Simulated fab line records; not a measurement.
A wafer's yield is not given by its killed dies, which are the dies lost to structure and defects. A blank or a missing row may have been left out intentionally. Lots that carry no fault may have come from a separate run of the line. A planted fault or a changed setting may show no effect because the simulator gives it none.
Which tool is to blame? | flow nandHarc | Sampling: 24 lots, 72 wafers, 6 of 1159 route steps

WHAT EACH GAUGE READ, for each wafer
The record holds no reading of a measuring or inspecting step that can be judged against a usual standard deviation.

WHICH TOOL RAN EACH LOT (tool, then ch and the chambers of the sampled wafers, then the start)
lot  | NHARC_A_STAIRCASE_ETCH_13                    | NHARC_A_STAIRCASE_ETCH_23                    | NHARC_A_STAIRCASE_TRIM_24                    | NHARC_A_STAIRCASE_TRIM_191                   | NHARC_A_STAIRCASE_ETCH_197                   | NHARC_A_STAIRCASE_STRIP_205
L076 | rieDiel-03 ch 1,2,3, day 11 17:20 or earlier | rieDiel-03 ch 0,1,3, day 11 17:20 or earlier | rieDiel-03 ch 0,1,2, day 11 17:20 or earlier | rieDiel-03 ch 1,2,3, day 11 17:20 or earlier | rieDiel-13 ch 0,1,2, day 11 17:20 or earlier | plasmaAsher-02 ch 0,1, day 11 17:20
L075 | rieDiel-13 ch 0,2, day 11 15:14 or earlier   | rieDiel-13 ch 0,1,2, day 11 15:14 or earlier | rieDiel-13 ch 0,2, day 11 15:14 or earlier   | rieDiel-03 ch 0,1,2, day 11 15:14 or earlier | rieDiel-03 ch 2,3, day 11 15:14 or earlier   | plasmaAsher-01 ch 0,1, day 11 15:14
L077 | rieDiel-06 ch 0,1, day 11 19:42 or earlier   | rieDiel-13 ch 1,3, day 11 19:42 or earlier   | rieDiel-13 ch 0,1,2, day 11 19:42 or earlier | rieDiel-03 ch 0,1,3, day 11 19:42 or earlier | rieDiel-13 ch 0,1, day 11 19:42 or earlier   | plasmaAsher-01 ch 1, day 11 19:42
L074 | rieDiel-03 ch 0,2,3, day 11 19:59 or earlier | rieDiel-06 ch 0,2,3, day 11 19:59 or earlier | rieDiel-06 ch 0,1, day 11 19:59 or earlier   | rieDiel-03 ch 0,1,3, day 11 19:59 or earlier | rieDiel-06 ch 1,3, day 11 19:59 or earlier   | plasmaAsher-01 ch 0,1, day 11 19:59
L078 | rieDiel-03 ch 0,2,3, day 11 23:49 or earlier | rieDiel-03 ch 0,1,3, day 11 23:49 or earlier | rieDiel-03 ch 1,3, day 11 23:49 or earlier   | rieDiel-06 ch 0,1,2, day 11 23:49 or earlier | rieDiel-06 ch 0,2, day 11 23:49 or earlier   | plasmaAsher-02 ch 0,1, day 11 23:49
L080 | rieDiel-13 ch 0,1, day 12 01:07 or earlier   | rieDiel-06 ch 0,1,3, day 12 01:07 or earlier | rieDiel-06 ch 0,3, day 12 01:07 or earlier   | rieDiel-03 ch 0,2,3, day 12 01:07 or earlier | rieDiel-03 ch 2,3, day 12 01:07 or earlier   | plasmaAsher-01 ch 0,1, day 12 01:07
L079 | rieDiel-03 ch 0,1,3, day 12 01:35 or earlier | rieDiel-03 ch 2,3, day 12 01:35 or earlier   | rieDiel-03 ch 2,3, day 12 01:35 or earlier   | rieDiel-06 ch 1,2, day 12 01:35 or earlier   | rieDiel-13 ch 0,3, day 12 01:35 or earlier   | plasmaAsher-02 ch 0,1, day 12 01:35
L082 | rieDiel-06 ch 0,1,3, day 12 14:56 or earlier | rieDiel-06 ch 1,3, day 12 14:56 or earlier   | rieDiel-06 ch 0,1, day 12 14:56 or earlier   | rieDiel-03 ch 1,3, day 12 14:56 or earlier   | rieDiel-03 ch 0,3, day 12 14:56 or earlier   | plasmaAsher-02 ch 0,1, day 12 14:56
L081 | rieDiel-13 ch 0,1, day 12 15:13 or earlier   | rieDiel-13 ch 1,2, day 12 15:13 or earlier   | rieDiel-13 ch 0,1, day 12 15:13 or earlier   | rieDiel-06 ch 1,3, day 12 15:13 or earlier   | rieDiel-06 ch 1,2, day 12 15:13 or earlier   | plasmaAsher-02 ch 0,1, day 12 15:13
L083 | rieDiel-03 ch 1,2,3, day 13 11:42 or earlier | rieDiel-06 ch 0,2,3, day 13 11:42 or earlier | rieDiel-06 ch 0,2,3, day 13 11:42 or earlier | rieDiel-13 ch 0,1,3, day 13 11:42 or earlier | rieDiel-06 ch 0,1,2, day 13 11:42 or earlier | plasmaAsher-01 ch 0,1, day 13 11:42
L085 | rieDiel-13 ch 0,1,3, day 13 18:05 or earlier | rieDiel-13 ch 1,2,3, day 13 18:05 or earlier | rieDiel-13 ch 0,1,3, day 13 18:05 or earlier | rieDiel-06 ch 0,1,3, day 13 18:05 or earlier | rieDiel-03 ch 0,1,2, day 13 18:05 or earlier | plasmaAsher-02 ch 0,1, day 13 18:05
L084 | rieDiel-06 ch 0,2, day 13 21:49 or earlier   | rieDiel-13 ch 0,1,3, day 13 21:49 or earlier | rieDiel-13 ch 1,2, day 13 21:49 or earlier   | rieDiel-03 ch 0,3, day 13 21:49 or earlier   | rieDiel-13 ch 0,2,3, day 13 21:49 or earlier | plasmaAsher-02 ch 0,1, day 13 21:49
L087 | rieDiel-03 ch 0,2,3, day 14 03:54 or earlier | rieDiel-06 ch 0,1, day 14 03:54 or earlier   | rieDiel-06 ch 1,2, day 14 03:54 or earlier   | rieDiel-06 ch 1,3, day 14 03:54 or earlier   | rieDiel-03 ch 0,3, day 14 03:54 or earlier   | plasmaAsher-02 ch 0,1, day 14 03:54
L086 | rieDiel-13 ch 1,2,3, day 14 03:44 or earlier | rieDiel-13 ch 0,1,2, day 14 03:44 or earlier | rieDiel-13 ch 0,2,3, day 14 03:44 or earlier | rieDiel-13 ch 0,2,3, day 14 03:44 or earlier | rieDiel-06 ch 1,2,3, day 14 03:44 or earlier | plasmaAsher-01 ch 0,1, day 14 03:44
L088 | rieDiel-13 ch 0,3, day 14 08:11 or earlier   | rieDiel-13 ch 2,3, day 14 08:11 or earlier   | rieDiel-13 ch 0,1,2, day 14 08:11 or earlier | rieDiel-06 ch 0,3, day 14 08:11 or earlier   | rieDiel-06 ch 0,2,3, day 14 08:11 or earlier | plasmaAsher-01 ch 0,1, day 14 08:11
L089 | rieDiel-03 ch 0,1,2, day 14 23:54 or earlier | rieDiel-06 ch 2,3, day 14 23:54 or earlier   | rieDiel-06 ch 0,2,3, day 14 23:54 or earlier | rieDiel-13 ch 1,2,3, day 14 23:54 or earlier | rieDiel-06 ch 0,3, day 14 23:54 or earlier   | plasmaAsher-02 ch 0,1, day 14 23:54
L090 | rieDiel-13 ch 0,3, day 15 00:52 or earlier   | rieDiel-13 ch 2,3, day 15 00:52 or earlier   | rieDiel-13 ch 0,3, day 15 00:52 or earlier   | rieDiel-13 ch 0,2,3, day 15 00:52 or earlier | rieDiel-06 ch 0,1,2, day 15 00:52 or earlier | plasmaAsher-01 ch 0,1, day 15 00:52
L091 | rieDiel-06 ch 0,2,3, day 15 11:55 or earlier | rieDiel-13 ch 0,1,2, day 15 11:55 or earlier | rieDiel-13 ch 0,1,3, day 15 11:55 or earlier | rieDiel-13 ch 2,3, day 15 11:55 or earlier   | rieDiel-03 ch 0,2,3, day 15 11:55 or earlier | plasmaAsher-01 ch 0,1, day 15 11:55
L092 | rieDiel-13 ch 0,1, day 15 12:16 or earlier   | rieDiel-13 ch 2,3, day 15 12:16 or earlier   | rieDiel-13 ch 0,1,2, day 15 12:16 or earlier | rieDiel-13 ch 1,3, day 15 12:16 or earlier   | rieDiel-13 ch 0,2, day 15 12:16 or earlier   | plasmaAsher-01 ch 0,1, day 15 12:16
L093 | rieDiel-13 ch 0,1,2, day 15 19:24 or earlier | rieDiel-13 ch 1,2,3, day 15 19:24 or earlier | rieDiel-13 ch 0,2,3, day 15 19:24 or earlier | rieDiel-13 ch 0,2,3, day 15 19:24 or earlier | rieDiel-13 ch 0,1,2, day 15 19:24 or earlier | plasmaAsher-01 ch 0,1, day 15 19:24
L094 | rieDiel-03 ch 0,2,3, day 15 20:07 or earlier | rieDiel-03 ch 0,2,3, day 15 20:07 or earlier | rieDiel-03 ch 0,1, day 15 20:07 or earlier   | rieDiel-06 ch 0,3, day 15 20:07 or earlier   | rieDiel-06 ch 0,2, day 15 20:07 or earlier   | plasmaAsher-02 ch 0,1, day 15 20:07
L096 | rieDiel-03 ch 0,1, day 16 10:17 or earlier   | rieDiel-13 ch 0,1,2, day 16 10:17 or earlier | rieDiel-13 ch 0,3, day 16 10:17 or earlier   | rieDiel-03 ch 0,3, day 16 10:17 or earlier   | rieDiel-06 ch 1,2, day 16 10:17 or earlier   | plasmaAsher-02 ch 0,1, day 16 10:17
L095 | rieDiel-13 ch 1,2,3, day 16 14:55 or earlier | rieDiel-13 ch 0,1,2, day 16 14:55 or earlier | rieDiel-13 ch 1,2,3, day 16 14:55 or earlier | rieDiel-13 ch 1,2,3, day 16 14:55 or earlier | rieDiel-06 ch 1,2,3, day 16 14:55 or earlier | plasmaAsher-01 ch 0,1, day 16 14:55
L097 | rieDiel-06 ch 0,2,3, day 17 00:53 or earlier | rieDiel-06 ch 0,1, day 17 00:53 or earlier   | rieDiel-06 ch 0,1,2, day 17 00:53 or earlier | rieDiel-13 ch 0,1,2, day 17 00:53 or earlier | rieDiel-06 ch 0,1,3, day 17 00:53 or earlier | plasmaAsher-02 ch 0,1, day 17 00:53
- NHARC_A_STAIRCASE_ETCH_13: etches the open film in C4F8/O2, target depth 100 nm, time 40.5 s.
- NHARC_A_STAIRCASE_ETCH_23: etches the open film in C4F8/O2, target depth 100 nm, time 40.5 s.
- NHARC_A_STAIRCASE_TRIM_24: chemistry O2, time 211.2 s.
- NHARC_A_STAIRCASE_TRIM_191: chemistry O2, time 211.2 s.
- NHARC_A_STAIRCASE_ETCH_197: etches the open film in C4F8/O2, target depth 100 nm, time 40.5 s.
- NHARC_A_STAIRCASE_STRIP_205: strips in O2.

WHAT THE TOOLS THEMSELVES READ (means of the sampled wafers that have a number; where no wafer has one, the mark that the record gives instead)
NHARC_A_STAIRCASE_ETCH_13.
lot  | tool       | oesProductAu (a.u.) | rfFwdPowerW (W) | rfVppV (V)
L076 | rieDiel-03 | 0.943               | 592             | 902
L075 | rieDiel-13 | 0.919               | 587             | 896
L077 | rieDiel-06 | 0.935               | 592             | 891
L074 | rieDiel-03 | 0.928               | 593             | 900
L078 | rieDiel-03 | 0.917               | 592             | 900
L080 | rieDiel-13 | 0.930               | 587             | 899
L079 | rieDiel-03 | 0.928               | 591             | 900
L082 | rieDiel-06 | 0.939               | 593             | 891
L081 | rieDiel-13 | 0.941               | 587             | 899
L083 | rieDiel-03 | 0.950               | 591             | 901
L085 | rieDiel-13 | 0.952               | 589             | 901
L084 | rieDiel-06 | 0.945               | 593             | 894
L087 | rieDiel-03 | 0.930               | 593             | 899
L086 | rieDiel-13 | 0.932               | 589             | 896
L088 | rieDiel-13 | 0.932               | 588             | 902
L089 | rieDiel-03 | 0.955               | 594             | 898
L090 | rieDiel-13 | 0.949               | 592             | 904
L091 | rieDiel-06 | 0.953               | 596             | 895
L092 | rieDiel-13 | 0.956               | 589             | 897
L093 | rieDiel-13 | 0.959               | 588             | 895
L094 | rieDiel-03 | 0.930               | 591             | 899
L096 | rieDiel-03 | 0.935               | 593             | 896
L095 | rieDiel-13 | 0.948               | 591             | 896
L097 | rieDiel-06 | 0.939               | 595             | 894

NHARC_A_STAIRCASE_ETCH_23.
lot  | tool       | oesProductAu (a.u.) | rfFwdPowerW (W) | rfVppV (V)
L076 | rieDiel-03 | 0.924               | 590             | 900
L075 | rieDiel-13 | 0.956               | 587             | 896
L077 | rieDiel-13 | 0.942               | 590             | 894
L074 | rieDiel-06 | 0.954               | 592             | 895
L078 | rieDiel-03 | 0.950               | 593             | 899
L080 | rieDiel-06 | 0.954               | 594             | 891
L079 | rieDiel-03 | 0.936               | 593             | 902
L082 | rieDiel-06 | 0.942               | 596             | 891
L081 | rieDiel-13 | 0.947               | 592             | 894
L083 | rieDiel-06 | 0.953               | 594             | 895
L085 | rieDiel-13 | 0.949               | 591             | 896
L084 | rieDiel-13 | 0.955               | 589             | 901
L087 | rieDiel-06 | 0.950               | 595             | 893
L086 | rieDiel-13 | 0.946               | 590             | 895
L088 | rieDiel-13 | 0.945               | 592             | 900
L089 | rieDiel-06 | 0.959               | 595             | 895
L090 | rieDiel-13 | 0.956               | 590             | 900
L091 | rieDiel-13 | 0.947               | 588             | 895
L092 | rieDiel-13 | 0.934               | 594             | 900
L093 | rieDiel-13 | 0.940               | 591             | 897
L094 | rieDiel-03 | 0.943               | 591             | 899
L096 | rieDiel-13 | 0.949               | 589             | 895
L095 | rieDiel-13 | 0.938               | 589             | 895
L097 | rieDiel-06 | 0.960               | 591             | 890

NHARC_A_STAIRCASE_TRIM_24.
lot  | tool       | drypumpMotorCurrentA (A) | oesProductAu (a.u.) | rfVppV (V) | showerheadPlenumPTorr (Torr) | throttleValvePct (%)
L076 | rieDiel-03 | 5.5                      | 0.993               | 57.6       | 3.59                         | 17.035
L075 | rieDiel-13 | 5.4                      | 1.009               | 56.8       | 3.42                         | 17.032
L077 | rieDiel-13 | 5.4                      | 0.991               | 57.5       | 3.51                         | 17.042
L074 | rieDiel-06 | 5.2                      | 1.000               | 57.7       | 3.42                         | 17.037
L078 | rieDiel-03 | 6.0                      | 1.008               | 58.8       | 3.67                         | 17.041
L080 | rieDiel-06 | 6.0                      | 0.992               | 56.1       | 3.36                         | 17.025
L079 | rieDiel-03 | 5.0                      | 0.988               | 58.6       | 3.70                         | 17.040
L082 | rieDiel-06 | 5.2                      | 1.000               | 58.5       | 3.41                         | 17.041
L081 | rieDiel-13 | 5.3                      | 1.003               | 57.8       | 3.62                         | 17.044
L083 | rieDiel-06 | 5.8                      | 1.002               | 57.9       | 3.50                         | 17.034
L085 | rieDiel-13 | 5.5                      | 1.007               | 58.8       | 3.67                         | 17.032
L084 | rieDiel-13 | 5.5                      | 0.998               | 58.3       | 3.39                         | 17.027
L087 | rieDiel-06 | 5.2                      | 1.008               | 57.7       | 3.55                         | 17.037
L086 | rieDiel-13 | 5.5                      | 1.002               | 57.7       | 3.58                         | 17.042
L088 | rieDiel-13 | 5.4                      | 1.006               | 57.6       | 3.50                         | 17.048
L089 | rieDiel-06 | 5.8                      | 0.996               | 58.2       | 3.49                         | 17.038
L090 | rieDiel-13 | 5.5                      | 1.001               | 57.7       | 3.69                         | 17.042
L091 | rieDiel-13 | 5.5                      | 0.999               | 58.3       | 3.66                         | 17.041
L092 | rieDiel-13 | 5.4                      | 0.998               | 57.6       | 3.50                         | 17.036
L093 | rieDiel-13 | 5.5                      | 1.000               | 57.2       | 3.57                         | 17.040
L094 | rieDiel-03 | 6.0                      | 1.010               | 58.0       | 3.55                         | 17.030
L096 | rieDiel-13 | 5.5                      | 0.994               | 58.9       | 3.68                         | 17.034
L095 | rieDiel-13 | 5.6                      | 1.000               | 57.9       | 3.55                         | 17.039
L097 | rieDiel-06 | 5.4                      | 0.995               | 58.3       | 3.51                         | 17.033

NHARC_A_STAIRCASE_TRIM_191.
lot  | tool       | drypumpMotorCurrentA (A) | oesProductAu (a.u.) | rfVppV (V) | showerheadPlenumPTorr (Torr) | throttleValvePct (%)
L076 | rieDiel-03 | 5.5                      | 0.998               | 57.9       | 3.69                         | 17.037
L075 | rieDiel-03 | 5.5                      | 0.997               | 57.6       | 3.59                         | 17.038
L077 | rieDiel-03 | 5.8                      | 0.992               | 58.3       | 3.63                         | 17.030
L074 | rieDiel-03 | 5.8                      | 0.992               | 58.1       | 3.63                         | 17.039
L078 | rieDiel-06 | 5.4                      | 0.996               | 57.6       | 3.54                         | 17.037
L080 | rieDiel-03 | 5.2                      | 0.987               | 57.9       | 3.64                         | 17.030
L079 | rieDiel-06 | 5.2                      | 1.000               | 58.2       | 3.56                         | 17.035
L082 | rieDiel-03 | 6.0                      | 1.014               | 58.1       | 3.67                         | 17.033
L081 | rieDiel-06 | 5.4                      | 1.006               | 57.8       | 3.40                         | 17.033
L083 | rieDiel-13 | 5.5                      | 1.010               | 57.4       | 3.67                         | 17.038
L085 | rieDiel-06 | 5.6                      | 0.997               | 57.0       | 3.38                         | 17.033
L084 | rieDiel-03 | 5.5                      | 0.988               | 57.0       | 3.58                         | 17.038
L087 | rieDiel-06 | 5.7                      | 1.002               | 56.7       | 3.38                         | 17.045
L086 | rieDiel-13 | 5.5                      | 0.998               | 58.1       | 3.58                         | 17.036
L088 | rieDiel-06 | 6.0                      | 0.990               | 57.6       | 3.35                         | 17.031
L089 | rieDiel-13 | 5.6                      | 1.000               | 58.3       | 3.55                         | 17.036
L090 | rieDiel-13 | 5.5                      | 1.003               | 57.4       | 3.58                         | 17.039
L091 | rieDiel-13 | 5.7                      | 0.993               | 58.3       | 3.63                         | 17.039
L092 | rieDiel-13 | 5.5                      | 1.002               | 58.0       | 3.64                         | 17.037
L093 | rieDiel-13 | 5.6                      | 0.998               | 58.5       | 3.57                         | 17.035
L094 | rieDiel-06 | 5.8                      | 0.990               | 58.3       | 3.34                         | 17.037
L096 | rieDiel-03 | 5.5                      | 0.998               | 57.8       | 3.67                         | 17.030
L095 | rieDiel-13 | 5.6                      | 1.004               | 57.1       | 3.55                         | 17.035
L097 | rieDiel-13 | 5.4                      | 0.993               | 57.6       | 3.49                         | 17.032

NHARC_A_STAIRCASE_ETCH_197.
lot  | tool       | oesProductAu (a.u.) | rfFwdPowerW (W) | rfVppV (V)
L076 | rieDiel-13 | 0.930               | 589             | 895
L075 | rieDiel-03 | 0.929               | 590             | 904
L077 | rieDiel-13 | 0.931               | 587             | 898
L074 | rieDiel-06 | 0.977               | 596             | 891
L078 | rieDiel-06 | 0.947               | 595             | 896
L080 | rieDiel-03 | 0.932               | 590             | 904
L079 | rieDiel-13 | 0.944               | 589             | 892
L082 | rieDiel-03 | 0.926               | 594             | 898
L081 | rieDiel-06 | 0.950               | 597             | 901
L083 | rieDiel-06 | 0.947               | 592             | 896
L085 | rieDiel-03 | 0.974               | 593             | 898
L084 | rieDiel-13 | 0.965               | 591             | 898
L087 | rieDiel-03 | 0.940               | 593             | 902
L086 | rieDiel-06 | 0.973               | 593             | 895
L088 | rieDiel-06 | 0.941               | 594             | 895
L089 | rieDiel-06 | 0.959               | 591             | 889
L090 | rieDiel-06 | 0.980               | 593             | 896
L091 | rieDiel-03 | 0.934               | 593             | 900
L092 | rieDiel-13 | 0.935               | 588             | 895
L093 | rieDiel-13 | 0.947               | 589             | 894
L094 | rieDiel-06 | 0.928               | 593             | 900
L096 | rieDiel-06 | 0.979               | 596             | 901
L095 | rieDiel-06 | 0.934               | 594             | 895
L097 | rieDiel-06 | 0.964               | 595             | 890

NHARC_A_STAIRCASE_STRIP_205.
lot  | tool           | drypumpMotorCurrentA (A) | heaterPowerW (W) | tempC (C)
L076 | plasmaAsher-02 | 5.8                      | 376              | 249.95
L075 | plasmaAsher-01 | 5.6                      | 322              | 250.03
L077 | plasmaAsher-01 | 5.4                      | 329              | 249.80
L074 | plasmaAsher-01 | 5.8                      | 322              | 249.90
L078 | plasmaAsher-02 | 5.8                      | 381              | 250.01
L080 | plasmaAsher-01 | 5.8                      | 322              | 250.02
L079 | plasmaAsher-02 | 5.5                      | 355              | 249.95
L082 | plasmaAsher-02 | 5.5                      | 355              | 249.93
L081 | plasmaAsher-02 | 5.5                      | 352              | 250.06
L083 | plasmaAsher-01 | 5.6                      | 337              | 250.05
L085 | plasmaAsher-02 | 5.8                      | 383              | 250.08
L084 | plasmaAsher-02 | 5.8                      | 378              | 250.04
L087 | plasmaAsher-02 | 5.6                      | 353              | 250.17
L086 | plasmaAsher-01 | 5.9                      | 341              | 250.17
L088 | plasmaAsher-01 | 5.8                      | 337              | 249.95
L089 | plasmaAsher-02 | 5.5                      | 351              | 249.90
L090 | plasmaAsher-01 | 5.8                      | 335              | 250.23
L091 | plasmaAsher-01 | 5.6                      | 344              | 250.09
L092 | plasmaAsher-01 | 5.8                      | 339              | 249.80
L093 | plasmaAsher-01 | 5.6                      | 337              | 249.89
L094 | plasmaAsher-02 | 5.8                      | 373              | 250.01
L096 | plasmaAsher-02 | 5.8                      | 393              | 250.01
L095 | plasmaAsher-01 | 5.8                      | 340              | 249.89
L097 | plasmaAsher-02 | 5.8                      | 390              | 249.93

THE ANSWER, worked out from the rows above alone
Rule: the usual values come from the lots themselves. Put in order of their means at a reading, lots are off if they are a third of the lots or fewer, leave a main group of 4 or more, and stand apart from it by a gap of 3 or more times the standard deviation of the main group's means; of several such gaps the widest counts. The tables above print the reading to a certain number of digits; a main group whose means all agree to those digits is not used. A lot without any number at a reading at which 4 lots or more have one is off too. The other lots that the step has rows for count as sound. After the gauges, taken in route order, come the tools' own readings; for these a lot's mean is taken, as printed above. At the first step where some lot is off, the reading lying furthest off is the one used; lots without a number count as furthest.
No lot is off on any of the readings shown, so nothing can be concluded from this.

WHAT WAS PUT IN BY THE SIMULATOR
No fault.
